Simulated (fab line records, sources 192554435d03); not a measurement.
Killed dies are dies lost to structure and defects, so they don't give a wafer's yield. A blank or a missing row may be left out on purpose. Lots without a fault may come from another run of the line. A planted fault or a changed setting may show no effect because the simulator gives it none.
Split-lot experiment | flow n5_finfet | 7 lots, 39 wafers read, on a route of 1938 steps

THE SPLIT
At N5_DUMMY_GATE_EXPOSE_12 (exposes mask GATE, target cd 25 nm), the setting dose_mj was moved away from the recipe's 34 on 12 of the 39 wafers read, by -5.5% to +6.1%. The other wafers ran this setting at the recipe's value.

FROM THE SPLIT TO THE READING: what the file shows between them, 2 steps
- N5_DUMMY_GATE_PEB_13: peb time 60 s
- N5_DUMMY_GATE_DEVELOP_14: develop time 30 s

THE READING
cd_nm, in nm, at N5_DUMMY_GATE_CD_MEAS_15 (target cd 25.8 nm). Fault-free wafers of this fab line usually give 24.93 nm, standard deviation 0.27 nm.

wafer  | tool, chamber at the split | dose_mj as run | against the recipe | cd_nm, nm | against lot-mates on the recipe
L075.1 | euv_scanner-02, 0          | 34             | recipe             | 25.00     | -
L075.2 | euv_scanner-02, 0          | 35.43          | +4.2%              | 23.95     | -0.94
L075.3 | euv_scanner-02, 0          | 35.43          | +4.2%              | 24.10     | -0.79
L075.4 | euv_scanner-02, 0          | 34             | recipe             | 24.64     | -
L075.5 | euv_scanner-02, 0          | 34             | recipe             | 25.02     | -
L075.6 | euv_scanner-02, 0          | 35.43          | +4.2%              | 24.43     | -0.46
L078.1 | euv_scanner-01, 0          | 34             | recipe             | 25.01     | -
L078.2 | euv_scanner-01, 0          | 34             | recipe             | 24.77     | -
L078.3 | euv_scanner-01, 0          | 34             | recipe             | 24.89     | -
L078.4 | euv_scanner-01, 0          | 34             | recipe             | 24.64     | -
L078.5 | euv_scanner-01, 0          | 34             | recipe             | 24.75     | -
L078.6 | euv_scanner-01, 0          | 34             | recipe             | 24.55     | -
L081.1 | euv_scanner-02, 0          | 34             | recipe             | 24.98     | -
L081.2 | euv_scanner-02, 0          | 32.14          | -5.5%              | 26.19     | +1.34
L081.3 | euv_scanner-02, 0          | 34             | recipe             | 24.71     | -
L081.4 | euv_scanner-02, 0          | 32.14          | -5.5%              | 26.05     | +1.20
L081.5 | euv_scanner-02, 0          | 34             | recipe             | 24.85     | -
L081.6 | euv_scanner-02, 0          | 32.14          | -5.5%              | 26.01     | +1.16
L084.1 | euv_scanner-01, 0          | 34             | recipe             | 24.79     | -
L084.2 | euv_scanner-01, 0          | 34             | recipe             | 24.99     | -
L084.3 | euv_scanner-01, 0          | 34             | recipe             | 24.66     | -
L084.4 | euv_scanner-01, 0          | 36.08          | +6.1%              | 23.97     | -0.84
L084.5 | euv_scanner-01, 0          | 36.08          | +6.1%              | 23.85     | -0.96
L084.6 | euv_scanner-01, 0          | 36.08          | +6.1%              | 24.04     | -0.77
L089.1 | euv_scanner-01, 0          | 32.7           | -3.8%              | 25.63     | +0.96
L089.2 | euv_scanner-01, 0          | 34             | recipe             | 24.91     | -
L089.3 | euv_scanner-01, 0          | 34             | recipe             | 24.49     | -
L089.4 | euv_scanner-01, 0          | 34             | recipe             | 24.62     | -
L089.5 | euv_scanner-01, 0          | 32.7           | -3.8%              | 25.48     | +0.81
L089.6 | euv_scanner-01, 0          | 32.7           | -3.8%              | 25.19     | +0.52
L093.1 | euv_scanner-01, 0          | 34             | recipe             | 24.60     | -
L093.3 | euv_scanner-01, 0          | 34             | recipe             | 24.81     | -
L093.6 | euv_scanner-01, 0          | 34             | recipe             | 24.79     | -
L097.1 | euv_scanner-01, 0          | 34             | recipe             | 24.63     | -
L097.2 | euv_scanner-01, 0          | 34             | recipe             | 24.55     | -
L097.3 | euv_scanner-01, 0          | 34             | recipe             | 25.05     | -
L097.4 | euv_scanner-01, 0          | 34             | recipe             | 24.76     | -
L097.5 | euv_scanner-01, 0          | 34             | recipe             | 24.95     | -
L097.6 | euv_scanner-01, 0          | 34             | recipe             | 24.77     | -

THE FIT
A straight line over all 39 wafers: cd_nm changes by -0.174 nm for each +1% of dose_mj; r = -0.93; the points scatter about the line by 0.2 nm.
The same after taking each lot's own level away (the mean of its wafers on the recipe; 39 wafers): -0.181 nm for each +1%; r = -0.94; scatter 0.18 nm.
On that fit, the largest move of dose_mj shifts the reading by 1.1 nm.
The lots' own levels span 24.673 to 24.887 nm, that is 0.8 times the standard deviation above.
So the lot-to-lot level changes the slope little: the two slopes agree.
Check: with one of the wafers moved furthest among these (+6.1%) left out of the fit, the line predicts -1.1 nm for it against its lot-mates. It came out at -0.843 nm against them.

OTHER SPLITS ON THESE WAFERS
These wafers also went through other splits before the reading. Each is held against what the fit with the lots' levels taken away leaves over:
other split on the same wafers    | wafers away from the commonest value | r with cd_nm (lot level and that fit taken away)
N5_WELL_APT_IMPLANT_14 energy_kev | 18                                   | -0.24

THE FILE'S OWN FIT
cd_nm changes by -0.181 nm for each +1% of dose_mj, r = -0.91.
